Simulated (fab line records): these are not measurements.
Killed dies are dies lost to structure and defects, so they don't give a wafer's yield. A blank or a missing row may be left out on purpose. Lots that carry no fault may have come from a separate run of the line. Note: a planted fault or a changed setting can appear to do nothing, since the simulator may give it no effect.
3 desks, one fault + flow nand-harc + each desk holds nothing but its own numbers, with what lay behind them at the end

== THE DEFECT DESK ==
Inspection counts along the route, by lot: the mean over sampled wafers that carry a number. If a lot's mean is further than 4 standard deviations from the usual mean, the lot is out of limits and carries the mark OUT (the distance appears in the brackets).
Columns: A = raw-defect-count at NHARC_P_BONDPAD_INSPECT_23, usual 323
| lot  | first seen here | A   |
|------|-----------------|-----|
| L464 | day 6 06:13     | 217 |
| L465 | day 7 10:37     | 310 |
| L470 | day 8 04:11     | 286 |
| L472 | day 8 09:34     | 484 |
| L476 | day 9 16:29     | 305 |
| L474 | day 9 17:47     | 260 |
| L479 | day 10 07:59    | 316 |
| L481 | day 10 15:14    | 338 |
| L483 | day 11 00:20    | 367 |
| L484 | day 11 06:29    | 324 |
| L486 | day 11 17:52    | 295 |
| L487 | day 12 20:20    | 262 |
This desk's verdict: no lot among the 12 shows anything out of limits.

== FOR THE TOOL OWNER'S DESK: pecvd-onon-02 ==
The tool's own readings at NHARC_A_ONON_D1_DEP_16 (target thk 1000 nm): means of the sampled wafers that have a number, for each lot that ran on this tool. If a lot's mean is further than 4 standard deviations from the usual mean, the lot is out of limits and carries the mark OUT (the distance appears in the brackets).
Columns: A = nh3-flow-sccm at NHARC_A_ONON_D1_DEP_16, usual 499.6 sccm; B = sih4-flow-sccm at NHARC_A_ONON_D1_DEP_16, usual 210.1 sccm
| lot  | first seen here | A     | B     |
|------|-----------------|-------|-------|
| L464 | day 7 18:38     | 498.7 | 210.4 |
| L465 | day 8 19:43     | 500.4 | 210.9 |
| L470 | day 9 11:36     | 497.6 | 209.6 |
| L476 | day 11 01:17    | 501.2 | 209.7 |
| L479 | day 11 14:50    | 498.8 | 210.2 |
This desk's verdict: no lot among the 5 shows anything out of limits.

== FROM THE METROLOGY DESK ==
Means of the sampled wafers that have a number, per lot and without regard to the tool the lot ran on: this is what the gauges read. If a lot's mean is further than 4 standard deviations from the usual mean, the lot is out of limits and carries the mark OUT (the distance appears in the brackets).
Columns: A = thk-nm at NHARC_A_ONON_D1_THK_MEAS_18, usual 1000 nm
| lot  | first seen here | A                      |
|------|-----------------|------------------------|
| L464 | day 7 19:09     | 1004                   |
| L465 | day 8 20:10     | 1000                   |
| L470 | day 9 12:07     | 1006                   |
| L472 | day 9 18:50     | 1006                   |
| L474 | day 11 01:44    | 997                    |
| L476 | day 11 01:44    | 1848 (+99 or more) OUT |
| L479 | day 11 15:21    | 1840 (+99 or more) OUT |
| L481 | day 11 23:52    | 996                    |
| L483 | day 12 10:40    | 1000                   |
| L484 | day 12 16:55    | 989                    |
| L486 | day 13 03:53    | 1002                   |
| L487 | day 14 06:33    | 1005                   |
Finding of this desk: L476, L479 out of limits; the first was L476 at day 11 01:44, on thk-nm at NHARC_A_ONON_D1_THK_MEAS_18. L464, L465, L470, L472, L474, L481, L483, L484, L486, L487 stayed within limits.

== ALL TOGETHER ==
An alarm was possible from the metrology desk at day 11 01:44, on L476, L479.
No out-of-limits result turned up at the defect desk.
The tool owner's desk saw nothing out of limits.
The defect desk has L476, L479 on record, within its limits.
Tool owner's desk: L476, L479 on record, inside its limits.
The lots listed all ran NHARC_A_ONON_D1_DEP_16 on pecvd-onon-02.

== WHAT THE SIMULATOR HAD INSERTED ==
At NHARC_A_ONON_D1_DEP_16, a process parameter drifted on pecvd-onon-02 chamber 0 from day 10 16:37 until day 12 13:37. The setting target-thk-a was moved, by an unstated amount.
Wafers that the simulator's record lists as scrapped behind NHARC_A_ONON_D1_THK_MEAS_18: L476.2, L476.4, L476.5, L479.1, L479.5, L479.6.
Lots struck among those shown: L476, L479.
Hours from the fault's start to each desk's first reading out of limits: the metrology desk, 9.
